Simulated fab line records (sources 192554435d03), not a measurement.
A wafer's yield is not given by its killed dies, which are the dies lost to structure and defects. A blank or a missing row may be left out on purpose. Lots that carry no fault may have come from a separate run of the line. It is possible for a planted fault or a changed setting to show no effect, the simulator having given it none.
Matching of chambers | flow n5-finfet | pecvd-02 running N5_BEOL_M4_PECVD_72: 3 sister chambers
The step deposits SiO2 from TEOS/O2, target thk 16 nm, time 18 s. 3 wafers are shown with their chamber, then 7 later ones without.

WAFERS, EACH WITH ITS CHAMBER
wafer  | chamber | throttle-valve-pct (%)
L081.2 | 0       | 25.7
L082.1 | 1       | 22.8
L082.2 | 2       | 22.7

WAFERS WHOSE CHAMBER IS MISSING
wafer  | throttle-valve-pct (%)
L082.6 | 22.9
L087.1 | 23.2
L087.4 | 22.9
L087.6 | 22.9
L094.1 | 25.7
L094.3 | 23.2
L094.5 | 22.8

THE CHAMBER EACH PASSED THROUGH
wafer  | from the rows above     | in truth
L082.6 | can't be placed: 1 or 2 | 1
L087.1 | can't be placed: 1 or 2 | 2
L087.4 | can't be placed: 1 or 2 | 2
L087.6 | can't be placed: 1 or 2 | 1
L094.1 | 0                       | 0
L094.3 | can't be placed: 1 or 2 | 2
L094.5 | can't be placed: 1 or 2 | 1
Correctly placed: 1 of 7. These rows do not allow placing 6 (true chamber among the candidates in 6). 0 placed wrongly.
How it was worked out, from the rows above alone: a wafer's distance from a chamber is the root of the sum, over the readings, of the square of ((its reading less the chamber's mean) divided by the reading's scatter). The wafer belongs to the nearest chamber; if the next one is less than 2 further off, it can't be placed. The mean given for a chamber averages the wafers shown for that chamber. The scatter: with one shown wafer a chamber, the root of the mean of the squares of how far each hidden wafer lies from its nearest shown one.
